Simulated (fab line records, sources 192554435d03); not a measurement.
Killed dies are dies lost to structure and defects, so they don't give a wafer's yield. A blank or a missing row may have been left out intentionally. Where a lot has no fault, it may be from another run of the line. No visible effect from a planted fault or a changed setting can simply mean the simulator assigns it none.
fab line records	flow n5_finfet
[record] lots = 10	wafers = 29	last_day = 17
route steps=1938 shown WELL_APT@32 BEOL_M4@1097 BEOL_M5@1115 PASSIVATION@1936
lots untouched by any fault: they come from a run of this same line in which no faults occurred
start_h: hours from the record's first day to the start of the lot's first wafer shown	wait_h: hours elapsed since this lot's preceding step	" as in the row above	L1.1+2: several wafers, shown together as one row	- value missing, or start not given	* or withheld: withheld	< > ~ a bound
route shown NAME@n: names a module that has steps shown in the file, with the first one's number in the route	usual: average and standard deviation across the fault-free wafers	same: alike in all rows	chamber/n: place in a boat	sites: the reading at each site	_std_site: how widely they spread, as a standard deviation	_edge_site: inner sites' mean taken away from outer sites' mean	radius_mm: for every site, how far away it sits from the centre of the wafer	mask NAME#n: copy n	behind: the last tool/chamber to shape the wafer	hold: what put the lot on hold/how long, in hours/how the hold closed	device: whichever transistor did not switch (one of n, p or np)	end of line: tests of these same wafers at the route's end	where a step has no rows: the recipe by itself	killed: at the first sort, the dies lost to defects and structure; wafer yield is something else	map: shows each die of a wafer: x if killed, . if not, _ if none is there
set.NAME: the setting that was run; set.NAME@STEP: the one run at that earlier step	model.NAME: the simulator's own value behind a step, which no gauge read
steps of the route over a sample of lots; a table a step, a row a wafer
services: the hour from which a tool's chamber was out of use, counted from the record's first day as start_h (under 0 if before that day), plus the number of hours and why
[[steps]]
[step N5_WELL_APT_IMPLANT_14]
[recipe] species = P	energy_kev = 160	dose_cm2 = 1.5e+13	tilt_deg = 0	rotation_deg = 0
[usual] beam_energy_keV = 160.01/0.046	end_station_pressure_torr = 5.18e-06/2.5e-07
lot.wafer	tool	chamber	start_h	wait_h	beam_energy_keV	end_station_pressure_torr
L519.1	implanter-02	0	13.88	0.1	160.05	5.48e-06
L519.6	"	0	"	"	159.96	5.08e-06
L520.1	implanter-01	0	20.64	0.1	159.94	5.51e-06
L520.4	"	0	"	"	160.05	5.29e-06
L520.6	"	0	"	"	159.99	5.37e-06
L522.2	implanter-01	0	31.84	0.1	160.00	5.13e-06
L522.3	"	0	"	"	160.03	5.23e-06
L522.5	"	0	"	"	160.00	5.37e-06
L524.3	implanter-02	0	44.12	0.1	160.03	5.11e-06
L524.4	"	0	"	"	160.05	5.16e-06
L524.5	"	0	"	"	160.01	5.31e-06
L527.1	implanter-01	0	61.86	0.1	159.89	5.33e-06
L527.4	"	0	"	"	159.94	4.97e-06
L527.5	"	0	"	"	159.91	4.66e-06
L528.1	implanter-02	0	68.09	0.1	160.05	5.33e-06
L528.5	"	0	"	"	160.03	5.35e-06
L528.6	"	0	"	"	160.10	4.78e-06
L531.1	implanter-02	0	86.07	0.1	160.01	5.07e-06
L531.2	"	0	"	"	160.00	5.04e-06
L531.4	"	0	"	"	160.06	5.02e-06
L538.3	implanter-01	0	132.74	4.8	159.97	5.2e-06
L538.4	"	0	"	"	160.00	5.06e-06
L538.6	"	0	"	"	159.98	5.4e-06
L539.1	implanter-01	0	134.28	0.3	159.99	4.74e-06
L539.4	"	0	"	"	160.05	5.15e-06
L539.5	"	0	"	"	160.00	4.96e-06
L540.1	implanter-01	0	140.31	0.1	160.05	5.45e-06
L540.4	"	0	"	"	160.06	5.29e-06
L540.6	"	0	"	"	160.02	5.14e-06
[step N5_BEOL_M4_ANNEAL_93]
[recipe] temp_c = 400	time_s = 240	ambient = vacuum
[usual] heater_power_w = 817/66	susceptor_temp_C = 399.98/0.23
lot.wafer	tool	chamber	start_h	wait_h	heater_power_w	susceptor_temp_C
L519.1	pvd_sputter-03	-	165.18	0.0	820	400.11
L519.6	"	-	"	"	796	400.05
L520.1	pvd_sputter-03	-	167.90	0.0	832	400.08
L520.4	"	-	"	"	830	399.59
L520.6	"	-	"	"	696	399.74
L522.2	pvd_sputter-02	-	181.55	0.0	901	399.73
L522.3	"	-	"	"	896	399.94
L522.5	"	-	"	"	878	400.03
L524.3	pvd_sputter-01	-	192.68	0.0	777	399.54
L524.4	"	-	"	"	924	399.84
L524.5	"	-	"	"	854	400.09
L527.1	pvd_sputter-01	-	201.58	0.0	791	400.06
L527.4	"	-	"	"	857	400.12
L527.5	"	-	"	"	881	400.05
L528.1	pvd_sputter-03	-	206.69	0.0	813	399.56
L528.5	"	-	"	"	694	399.64
L528.6	"	-	"	"	842	399.73
L531.1	pvd_sputter-01	-	240.34	0.0	769	399.93
L531.2	"	-	"	"	852	399.88
L531.4	"	-	"	"	760	400.09
L538.3	pvd_sputter-02	-	280.35	0.0	904	400.09
L538.4	"	-	"	"	890	399.64
L538.6	"	-	"	"	785	399.84
L539.1	pvd_sputter-02	-	285.27	0.0	903	400.05
L539.4	"	-	"	"	878	400.04
L539.5	"	-	"	"	789	400.12
L540.1	pvd_sputter-02	-	288.82	0.0	896	399.66
L540.4	"	-	"	"	800	400.10
L540.6	"	-	"	"	811	400.14
[step N5_BEOL_M4_RC_MEAS_101]
[usual] DIBL_N = 36.2/1.7	DIBL_P = 36.6/1.9	IOFF_N = 0.16/0.032	IOFF_P = 0.21/0.037	ION_N = 675/12	ION_P = 460/8.1	RS_NWELL = 1039/6.4	SS_N = 71.4/0.58	SS_P = 73.4/0.64	VT_N = 249/3.2	VT_P = -252/3.4
lot.wafer	tool	chamber	start_h	wait_h	DIBL_N[mV/V]	DIBL_P[mV/V]	IOFF_N[nA/um]	IOFF_P[nA/um]	ION_N[uA/um]	ION_P[uA/um]	RS_NWELL[ohm/sq]	SS_N[mV/dec]	SS_P[mV/dec]	VT_N[mV]	VT_P[mV]
L519.1	prober-02	0	166.74	0.0	39.2	38.4	0.20	0.22	673	452	1031	72.1	73.8	246	-252
L519.6	"	0	"	"	36.3	35.2	0.15	0.18	674	459	1033	70.1	73.3	248	-252
L520.1	prober-02	0	169.36	0.0	36.7	37.2	0.17	0.23	665	465	1034	71.8	73.2	250	-248
L520.4	"	0	"	"	36.4	37.7	0.16	0.23	687	468	1039	72.2	73.8	250	-247
L520.6	"	0	"	"	33.9	34.4	0.13	0.18	668	465	1030	71.1	72.9	252	-250
L522.2	prober-02	0	183.29	0.2	38.1	38.5	0.19	0.23	682	462	1042	72.5	73.5	248	-250
L522.3	"	0	"	"	34.9	35.8	0.14	0.19	657	450	1053	71.9	72.8	253	-253
L522.5	"	0	"	"	36.7	37.3	0.17	0.21	676	462	1038	71.4	73.5	250	-253
L524.3	prober-02	0	194.52	0.3	37.4	38.4	0.18	0.23	679	467	1033	71.6	74.6	249	-246
L524.4	"	0	"	"	34.8	34.5	0.13	0.16	674	461	1044	70.8	73.0	251	-251
L524.5	"	0	"	"	35.5	35.5	0.15	0.18	671	458	1031	70.8	73.6	251	-253
L527.1	prober-01	0	203.10	0.0	39.4	39.6	0.27	0.30	700	471	1037	72.8	74.4	242	-245
L527.4	"	0	"	"	39.1	39.7	0.25	0.30	697	473	1051	71.7	74.9	241	-244
L527.5	"	0	"	"	38.0	38.2	0.23	0.27	697	471	1040	71.8	73.8	242	-250
L528.1	prober-02	0	208.18	0.0	35.6	36.2	0.16	0.19	684	463	1025	71.6	73.1	248	-250
L528.5	"	0	"	"	33.9	33.8	0.12	0.15	671	455	1033	71.2	73.2	253	-254
L528.6	"	0	"	"	34.7	35.1	0.14	0.17	676	463	1034	71.1	73.2	249	-253
L531.1	prober-02	0	242.03	0.0	34.1	33.4	0.13	0.16	667	456	1023	70.7	72.5	249	-254
L531.2	"	0	"	"	35.5	35.1	0.15	0.18	677	463	1039	71.3	73.8	253	-253
L531.4	"	0	"	"	35.3	35.6	0.15	0.18	671	461	1029	71.5	73.5	252	-254
L538.3	prober-02	0	282.12	0.3	36.1	38.3	0.17	0.23	681	468	1971	71.4	73.1	244	-250
L538.4	"	0	"	"	34.3	35.7	0.14	0.19	670	466	1962	70.0	73.2	251	-252
L538.6	"	0	"	"	35.9	37.9	0.17	0.22	683	465	1960	70.7	73.0	248	-250
L539.1	prober-02	0	286.74	0.0	36.8	36.0	0.13	0.19	656	448	1942	71.4	72.4	253	-255
L539.4	"	0	"	"	36.7	35.8	0.15	0.18	683	457	1949	71.7	72.7	252	-256
L539.5	"	0	"	"	37.9	37.3	0.15	0.20	671	461	1954	71.1	73.7	250	-252
L540.1	prober-02	0	290.30	0.0	36.0	35.2	0.16	0.22	677	469	1947	70.8	73.1	249	-249
L540.4	"	0	"	"	37.7	37.2	0.18	0.24	697	471	1931	71.9	73.8	247	-246
L540.6	"	0	"	"	37.8	37.0	0.19	0.25	692	472	1941	71.6	73.7	248	-247
[step N5_BEOL_M5_PECVD_70]
[recipe] material = SiO2	target_thk_a = 160	temp_c = 400	precursor = TEOS/O2	pressure_torr = 5.5	rf_w = 450	teos_flow_sccm = 53.8	gas = O2	flow_sccm = 3000	time_s = 18
[usual] heater_power_w = 699/99	showerhead_plenum_p_Torr = 8.77/0.06	susceptor_temp_C = 400.00/0.23	throttle_valve_pct = 22.1/0.7
lot.wafer	tool	chamber	start_h	wait_h	heater_power_w	showerhead_plenum_p_Torr	since_wet_clean_h	susceptor_temp_C	throttle_valve_pct
L519.1	pecvd-03	0	168.31	0.0	624	8.76	872	400.05	21.9
L519.6	"	0	"	"	618	8.76	-	400.01	22.2
L520.1	pecvd-04	0	171.41	0.0	632	8.70	1057	400.36	22.8
L520.4	"	1	"	"	713	8.87	-	400.11	22.0
L520.6	"	0	"	"	647	8.68	-	400.25	22.9
L522.2	pecvd-04	1	185.18	0.0	659	8.87	1795	400.13	22.0
L522.3	"	0	"	"	630	8.72	1070	399.97	22.6
L522.5	"	1	"	"	642	8.87	-	400.22	22.0
L524.3	pecvd-01	2	195.79	0.0	670	8.79	508	400.16	21.9
L524.4	"	1	"	"	792	8.73	-	400.29	23.1
L524.5	"	2	"	"	645	8.79	-	400.02	21.9
L527.1	pecvd-04	2	204.67	0.0	844	8.79	336	399.94	21.5
L527.4	"	0	"	"	618	8.73	-	399.51	22.7
L527.5	"	1	"	"	692	8.87	-	400.41	22.1
L528.1	pecvd-01	2	209.75	0.0	704	8.82	522	399.98	21.9
L528.5	"	2	"	"	716	8.78	-	400.31	22.1
L528.6	"	0	"	"	507	8.76	-	400.37	22.3
L531.1	pecvd-03	2	243.61	0.0	587	8.69	193	399.96	20.6
L531.2	"	0	"	"	693	8.75	947	399.86	22.0
L531.4	"	0	"	"	695	8.76	-	400.30	22.3
L538.3	pecvd-03	2	283.38	0.0	521	8.69	233	399.67	21.0
L538.4	"	0	"	"	608	8.74	-	399.96	22.3
L538.6	"	2	"	"	535	8.71	-	399.67	20.8
L539.1	pecvd-04	0	288.34	0.0	624	8.71	1173	400.37	22.5
L539.4	"	1	"	"	714	8.87	-	399.79	21.6
L539.5	"	2	"	"	841	8.79	-	399.79	21.5
L540.1	pecvd-04	1	291.87	0.0	733	8.87	1902	399.83	22.1
L540.4	"	0	"	"	653	8.69	-	399.86	22.8
L540.6	"	1	"	"	736	8.87	-	399.95	21.7
[step N5_BEOL_M5_HM_DEP_02]
[recipe] material = TiN	target_thk_a = 200	temp_c = 25	chamber_pressure_pa = 0.49996
[usual] susceptor_temp_C = 24.99/0.1	throttle_valve_pct = 29.7/1
lot.wafer	tool	chamber	start_h	wait_h	susceptor_temp_C	throttle_valve_pct
L519.1	pvd_sputter-03	-	168.52	0.2	24.90	29.5
L519.6	"	-	"	"	25.02	29.1
L520.1	pvd_sputter-03	-	171.84	0.4	24.87	29.0
L520.4	"	-	"	"	25.11	29.2
L520.6	"	-	"	"	25.05	28.7
L522.2	pvd_sputter-01	-	186.07	0.9	24.95	28.0
L522.3	"	-	"	"	24.96	29.6
L522.5	"	-	"	"	25.12	29.9
L524.3	pvd_sputter-02	-	196.18	0.4	24.73	30.1
L524.4	"	-	"	"	25.15	31.2
L524.5	"	-	"	"	25.17	29.8
L527.1	pvd_sputter-02	-	205.51	0.8	25.14	29.6
L527.4	"	-	"	"	24.98	31.1
L527.5	"	-	"	"	25.10	30.3
L528.1	pvd_sputter-03	-	210.83	1.1	25.15	28.8
L528.5	"	-	"	"	24.90	31.4
L528.6	"	-	"	"	25.13	28.9
L531.1	pvd_sputter-02	-	244.28	0.7	25.06	30.4
L531.2	"	-	"	"	24.88	29.4
L531.4	"	-	"	"	24.97	31.2
L538.3	pvd_sputter-02	-	283.77	0.4	25.07	29.7
L538.4	"	-	"	"	24.98	29.3
L538.6	"	-	"	"	25.24	29.1
L539.1	pvd_sputter-01	-	289.89	1.5	24.95	29.9
L539.4	"	-	"	"	24.95	28.1
L539.5	"	-	"	"	24.95	30.2
L540.1	pvd_sputter-01	-	292.25	0.4	24.99	30.3
L540.4	"	-	"	"	24.97	28.3
L540.6	"	-	"	"	24.99	27.9
[step N5_PASSIVATION_PROBE_49]
[usual] defect_limited_yield = 91.3/1.5	killed_at_M0_to_M3 = 35/10	killed_at_M4_up = 12/4.6	killed_at_contacts = 13/6.6	killed_at_front_end = 39/11	killed_at_other = 4/3.4	killed_dies = 103/17	killed_open = 67/13	killed_short = 35/8.2	sort_bin_5_function = 5.1/0.94	sort_bin_6_memory = 3.2/0.7	sort_bin_8_speed = 0.00/0.03	sort_n_pass = 1077/17	sort_yield_pct = 91.3/1.5
[same] gross_dies = 1180	killed_at_back_side = 0	sort_bin_4_leakage[%] = 0
lot.wafer	tool	chamber	start_h	wait_h	defect_limited_yield[%]	killed_at_M0_to_M3	killed_at_M4_up	killed_at_contacts	killed_at_front_end	killed_at_other	killed_dies	killed_open	killed_short	sort_bin_5_function[%]	sort_bin_6_memory[%]	sort_bin_8_speed[%]	sort_n_pass	sort_yield_pct[%]
L519.1	prober-02	-	270.63	0.0	90.7	27	18	13	47	5	110	68	41	5.2	3.2	0	1070	90.7
L519.6	prober-02	-	270.88	0.3	92.8	29	23	8	21	4	85	58	25	4.2	2.5	0	1095	92.8
L522.2	prober-01	-	283.83	0.2	91.3	25	16	28	34	0	103	76	25	4.9	3.5	0	1077	91.3
L522.3	prober-01	-	283.88	0.3	92.9	22	13	22	26	1	84	60	23	4.3	2.5	0	1096	92.9
L522.5	prober-01	-	283.98	0.4	91.5	48	10	13	25	4	100	63	36	5.6	2.5	0	1080	91.5
L524.3	prober-01	-	296.90	0.1	91.8	36	16	6	38	1	97	62	34	4.3	3.4	0	1083	91.8
L524.4	prober-01	-	296.95	0.2	91.8	36	14	7	38	2	97	55	42	4.3	3.5	0	1083	91.8
L524.5	prober-01	-	297.00	0.2	90.8	33	22	12	38	4	109	70	38	5.8	3.1	0	1071	90.8
L528.1	prober-02	-	306.82	0.0	92.8	16	21	14	32	2	85	60	24	4.7	2.4	0	1095	92.8
L528.5	prober-02	-	307.02	0.2	90.9	27	30	19	27	4	107	70	37	5.3	3.4	0	1073	90.9
L528.6	prober-02	-	307.07	0.3	89.2	33	23	26	45	0	127	92	34	6.1	4.3	0	1053	89.2
L527.1	prober-01	-	310.30	0.0	90.3	46	11	20	36	1	114	75	39	5.7	3.8	0	1066	90.3
L527.4	prober-01	-	310.45	0.2	90.1	40	10	10	48	9	117	74	42	5.9	3.7	0	1063	90.1
L527.5	prober-01	-	310.50	0.2	88.5	49	11	7	61	8	136	82	54	6.4	4.5	0	1044	88.5
L531.1	prober-01	-	337.50	0.0	89.5	34	9	13	65	3	124	69	53	6.2	3.6	0	1056	89.5
L531.2	prober-01	-	337.55	0.1	89.8	37	9	13	53	8	120	85	33	5.3	4.7	0	1060	89.8
L531.4	prober-01	-	337.65	0.2	86.2	45	13	8	94	3	163	115	44	7.8	5.3	0	1017	86.2
L539.1	prober-02	-	393.75	0.0	90.2	55	16	9	36	0	116	76	40	5.7	3.8	0	1064	90.2
L539.4	prober-02	-	393.90	0.2	91.8	44	19	16	18	0	97	73	24	4.9	2.6	0	1083	91.8
L539.5	prober-02	-	393.95	0.2	90.6	56	9	17	27	2	111	73	37	5.1	4.2	0	1069	90.6
L540.1	prober-02	-	406.11	0.0	91.9	46	10	4	31	4	95	66	29	5.3	2.6	0	1085	91.9
L540.4	prober-02	-	406.26	0.2	94.9	10	12	15	23	0	60	38	21	2.8	2.2	0	1120	94.9
L540.6	prober-02	-	406.36	0.3	93.0	40	6	5	28	4	83	53	30	4.0	3.0	0	1097	93.0
// killed by level:class
L519.1 FIN_SAQP:geometric_particle:open=9 MOL_CONTACT_COAG:geometric_particle:open=9 BEOL_M4:geometric_particle:open=8 DUMMY_GATE:geometric_particle:open=7 BEOL_M0_SAQP:geometric_particle:short=7 BEOL_M1:geometric_particle:open=6 STARTING-WAFER:geometric_particle:open=5 BEOL_M0_SAQP:geometric_particle:open=5
L519.6 BEOL_M4:geometric_particle:open=11 BEOL_M3:geometric_particle:open=9 STI_FIN_REVEAL:geometric_particle:open=5 MOL_CONTACT_COAG:geometric_particle:open=5 BEOL_M0_SAQP:geometric_particle:open=5 BEOL_M0_SAQP:geometric_particle:short=4 BEOL_M1:geometric_particle:open=4 BEOL_M8:geometric_particle:open=4
L522.2 MOL_CONTACT_COAG:geometric_particle:open=26 FIN_SAQP:geometric_particle:open=6 BEOL_M8:geometric_particle:open=5 STI_FIN_REVEAL:geometric_particle:open=5 BEOL_M1:geometric_particle:open=5 BEOL_M3:geometric_particle:open=5 STARTING-WAFER:geometric_particle:short=5 FIN_SAQP:geometric_particle:short=4
L522.3 MOL_CONTACT_COAG:geometric_particle:open=16 STI_FIN_REVEAL:geometric_particle:open=10 BEOL_M0_SAQP:geometric_particle:short=7 BEOL_M3:geometric_particle:open=7 MOL_CONTACT_COAG:geometric_particle:short=6 BEOL_M0_SAQP:geometric_particle:open=5 BEOL_M5:geometric_particle:open=4 FIN_SAQP:geometric_particle:open=3
L522.5 BEOL_M0_SAQP:geometric_particle:short=12 BEOL_M3:geometric_particle:open=11 MOL_CONTACT_COAG:geometric_particle:open=10 BEOL_M0_SAQP:geometric_particle:open=9 BEOL_M0:geometric_particle:open=6 DUMMY_GATE:geometric_particle:open=5 BEOL_M2:geometric_particle:open=4 STI_FIN_REVEAL:geometric_particle:open=3
L524.3 FIN_SAQP:geometric_particle:open=11 BEOL_M0_SAQP:geometric_particle:open=9 BEOL_M4:geometric_particle:open=7 ILD0:geometric_particle:short=6 BEOL_M1:geometric_particle:open=6 DUMMY_GATE:geometric_particle:open=5 BEOL_M0_SAQP:geometric_particle:short=5 BEOL_M3:geometric_particle:short=5
L524.4 FIN_SAQP:geometric_particle:short=9 BEOL_M0_SAQP:geometric_particle:open=8 FIN_SAQP:geometric_particle:open=7 MOL_CONTACT_COAG:geometric_particle:open=6 BEOL_M1:geometric_particle:open=6 BEOL_M4:geometric_particle:open=6 BEOL_M2:geometric_particle:open=5 BEOL_M2:geometric_particle:short=5
L524.5 FIN_SAQP:geometric_particle:short=11 MOL_CONTACT_COAG:geometric_particle:open=11 STI_FIN_REVEAL:geometric_particle:open=9 BEOL_M3:geometric_particle:open=9 BEOL_M6:geometric_particle:open=9 BEOL_M0_SAQP:geometric_particle:short=6 ILD0:geometric_particle:short=4 BEOL_M0_SAQP:geometric_particle:open=4
L528.1 FIN_SAQP:geometric_particle:open=12 MOL_CONTACT_COAG:geometric_particle:open=11 BEOL_M4:geometric_particle:open=11 BEOL_M3:geometric_particle:open=5 GATE_CUT:geometric_particle:short=4 BEOL_M1:geometric_particle:open=4 BEOL_M5:geometric_particle:short=4 FIN_SAQP:geometric_particle:short=3
L528.5 BEOL_M4:geometric_particle:open=19 MOL_CONTACT_COAG:geometric_particle:open=14 BEOL_M0_SAQP:geometric_particle:short=8 BEOL_M3:geometric_particle:open=7 DUMMY_GATE:geometric_particle:open=6 STI_FIN_REVEAL:geometric_particle:open=5 DUMMY_GATE:geometric_particle:short=5 MOL_CONTACT_COAG:geometric_particle:short=5
L528.6 MOL_CONTACT_COAG:geometric_particle:open=21 FIN_SAQP:geometric_particle:open=13 BEOL_M0_SAQP:geometric_particle:open=10 BEOL_M3:geometric_particle:open=9 FIN_SAQP:geometric_particle:short=8 BEOL_M4:geometric_particle:open=8 BEOL_M1:geometric_particle:open=6 STI_FIN_REVEAL:geometric_particle:open=5
L527.1 MOL_CONTACT_COAG:geometric_particle:open=12 BEOL_M2:geometric_particle:open=12 FIN_SAQP:geometric_particle:open=11 MOL_CONTACT_COAG:geometric_particle:short=8 STI_FIN_REVEAL:geometric_particle:open=7 BEOL_M1:geometric_particle:open=7 BEOL_M0_SAQP:geometric_particle:short=6 BEOL_M0_SAQP:geometric_particle:open=6
L527.4 STI_FIN_REVEAL:geometric_particle:open=13 BEOL_M0_SAQP:geometric_particle:open=13 BEOL_M0_SAQP:geometric_particle:short=11 FIN_SAQP:geometric_particle:open=9 MOL_CONTACT_COAG:geometric_particle:open=9 GATE_CUT:geometric_particle:short=6 BEOL_M3:geometric_particle:open=6 BEOL_M4:geometric_particle:open=6
L527.5 STI_FIN_REVEAL:geometric_particle:open=18 BEOL_M2:geometric_particle:open=12 GATE_CUT:geometric_particle:short=10 FIN_SAQP:geometric_particle:open=9 FIN_SAQP:geometric_particle:short=9 BEOL_M1:geometric_particle:open=9 BEOL_M0_SAQP:geometric_particle:open=6 MOL_CONTACT_COAG:geometric_particle:open=6
L531.1 FIN_SAQP:geometric_particle:short=19 STI_FIN_REVEAL:geometric_particle:open=15 MOL_CONTACT_COAG:geometric_particle:open=11 BEOL_M3:geometric_particle:open=9 FIN_SAQP:geometric_particle:open=6 BEOL_M0_SAQP:geometric_particle:short=6 GATE_CUT:geometric_particle:short=6 STARTING-WAFER:geometric_particle:open=5
L531.2 STI_FIN_REVEAL:geometric_particle:open=11 MOL_CONTACT_COAG:geometric_particle:open=11 BEOL_M3:geometric_particle:open=11 FIN_SAQP:geometric_particle:open=9 DUMMY_GATE:geometric_particle:open=8 FIN_SAQP:geometric_particle:short=7 BEOL_M1:geometric_particle:open=5 BEOL_M0_SAQP:geometric_particle:open=5
L531.4 STI_FIN_REVEAL:geometric_particle:open=37 FIN_SAQP:geometric_particle:open=24 STI_FIN_REVEAL:geometric_particle:short=14 BEOL_M3:geometric_particle:open=10 BEOL_M0_SAQP:geometric_particle:short=9 BEOL_M0_SAQP:geometric_particle:open=8 MOL_CONTACT_COAG:geometric_particle:open=6 BEOL_M1:geometric_particle:short=5
L539.1 BEOL_M0_SAQP:geometric_particle:open=14 BEOL_M0_SAQP:geometric_particle:short=13 BEOL_M1:geometric_particle:open=10 BEOL_M3:geometric_particle:open=9 FIN_SAQP:geometric_particle:open=8 FIN_SAQP:geometric_particle:short=7 BEOL_M4:geometric_particle:open=7 MOL_CONTACT_COAG:geometric_particle:open=6
L539.4 BEOL_M0_SAQP:geometric_particle:open=12 BEOL_M3:geometric_particle:open=12 MOL_CONTACT_COAG:geometric_particle:open=11 BEOL_M4:geometric_particle:open=10 BEOL_M1:geometric_particle:open=8 MOL_CONTACT_COAG:geometric_particle:short=5 BEOL_M0_SAQP:geometric_particle:short=5 DUMMY_GATE:geometric_particle:open=4
L539.5 BEOL_M3:geometric_particle:open=19 MOL_CONTACT_COAG:geometric_particle:open=14 BEOL_M0_SAQP:geometric_particle:short=9 BEOL_M1:geometric_particle:open=8 FIN_SAQP:geometric_particle:open=6 BEOL_M2:geometric_particle:open=6 BEOL_M0_SAQP:geometric_particle:open=5 DUMMY_GATE:geometric_particle:open=3
L540.1 BEOL_M2:geometric_particle:open=11 FIN_SAQP:geometric_particle:short=10 BEOL_M0_SAQP:geometric_particle:open=10 FIN_SAQP:geometric_particle:open=8 BEOL_M3:geometric_particle:open=8 BEOL_M0_SAQP:geometric_particle:short=6 STI_FIN_REVEAL:geometric_particle:open=4 MOL_CONTACT_COAG:geometric_particle:open=4
L540.4 MOL_CONTACT_COAG:geometric_particle:open=11 FIN_SAQP:geometric_particle:open=6 FIN_SAQP:geometric_particle:short=4 MOL_CONTACT_COAG:geometric_particle:short=4 BEOL_M4:geometric_particle:open=4 STI_FIN_REVEAL:geometric_particle:open=3 GATE_CUT:geometric_particle:short=3 BEOL_M0_SAQP:geometric_particle:open=3
L540.6 BEOL_M0_SAQP:geometric_particle:open=11 BEOL_M0_SAQP:geometric_particle:short=10 FIN_SAQP:geometric_particle:short=9 STI_FIN_REVEAL:geometric_particle:open=9 BEOL_M2:geometric_particle:open=8 BEOL_M3:geometric_particle:open=6 MOL_CONTACT_COAG:geometric_particle:open=5 BEOL_M1:geometric_particle:open=4
[[services]]
tool	chamber	start_h	hours	kind
pecvd-03	-	-3.44	0.7	repair
pvd_sputter-02	-	11.20	0.7	repair
pecvd-04	-	16.51	12.7	repair
pecvd-03	2	21.20	-	clean
pecvd-03	2	21.20	-	consumable_replace:showerhead
implanter-01	-	64.18	3.5	pm
pecvd-03	2	67.09	6.4	repair
implanter-01	-	69.04	57.5	pm
implanter-02	-	72.43	0.6	repair
pecvd-04	2	80.49	10.2	repair
pvd_sputter-03	-	101.84	8.9	repair
pecvd-01	-	107.81	14.6	pm
pecvd-04	1	121.37	3.7	repair
implanter-02	-	126.55	23.9	pm
implanter-01	-	127.65	5.0	repair
implanter-01	-	138.11	2.0	repair
pvd_sputter-01	-	157.09	9.9	repair
implanter-02	-	158.06	10.1	repair
pecvd-01	-	167.15	7.7	repair
pecvd-03	0	184.91	1.8	repair
pecvd-04	2	218.71	5.5	scheduled_down
pecvd-01	-	246.76	2.8	pm
implanter-02	-	262.62	0.9	repair
pecvd-01	0	274.91	19.8	repair
[[key]]
[first_sign] step = N5_BEOL_M4_RC_MEAS_101	reading = RS_NWELL	direction = up	sigmas = 99+	usual = 1039	struck = 1951
effect none on later readings
met_at N5_WELL_APT_IMPLANT_14
struck_lots L538,L539,L540
not_acting_at N5_BEOL_M4_ANNEAL_93,N5_BEOL_M5_PECVD_70,N5_BEOL_M5_HM_DEP_02
onset_between 61.86 132.74
also_fits time
[fault] kind = wrong_recipe_download	tool = implanter-01,implanter-02	chamber = -	onset_h = 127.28	steps = N5_WELL_APT_IMPLANT_14	wrong_recipe.not_listed = 1
